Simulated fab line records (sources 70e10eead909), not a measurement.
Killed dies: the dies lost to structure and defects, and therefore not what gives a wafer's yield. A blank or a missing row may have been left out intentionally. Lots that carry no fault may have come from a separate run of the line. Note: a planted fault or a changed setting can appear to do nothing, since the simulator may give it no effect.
Chamber matching | flow nandHarc | 4 sister chambers for NHARC_A_CHANNEL_FILL_D2_STRIP_28 on rieDiel-02
The step strips in O2, time 20 s. 4 wafers are shown with their chamber, then 10 later ones without.

WAFERS, EACH WITH ITS CHAMBER
wafer  | chamber | drypumpMotorCurrentA (A)
L079.6 | 2       | 6.4
L091.2 | 1       | 5.8
L088.3 | 3       | 5.7
L088.5 | 0       | 6.0

WAFERS MISSING THEIR CHAMBER
wafer  | drypumpMotorCurrentA (A)
L088.6 | 5.8
L093.3 | 6.4
L093.5 | 5.7
L093.6 | 6.0
L095.1 | 5.8
L095.4 | 5.7
L095.5 | 5.7
L097.1 | 6.4
L097.3 | 5.8
L097.4 | 6.1

EACH ONE'S CHAMBER
wafer  | from the rows above | in truth
L088.6 | 1                   | 1
L093.3 | 2                   | 2
L093.5 | 3                   | 3
L093.6 | 0                   | 0
L095.1 | 1                   | 1
L095.4 | 3                   | 3
L095.5 | 3                   | 3
L097.1 | 2                   | 2
L097.3 | 1                   | 1
L097.4 | 0                   | 0
Correctly placed: 10 of 10. Number that these rows cannot place: 0. Placed wrongly: 0.
How it was worked out, from the rows above alone: a wafer's distance from a chamber is the root of the sum, over the readings, of the square of ((its reading less the chamber's mean) divided by the reading's scatter). If the next closest chamber is less than 2 further off than the closest, the wafer can't be placed; otherwise it belongs to the closest. The mean given for a chamber averages the wafers shown for that chamber. The scatter: root of mean squared gap, hidden wafer to nearest shown wafer, with one shown wafer a chamber.
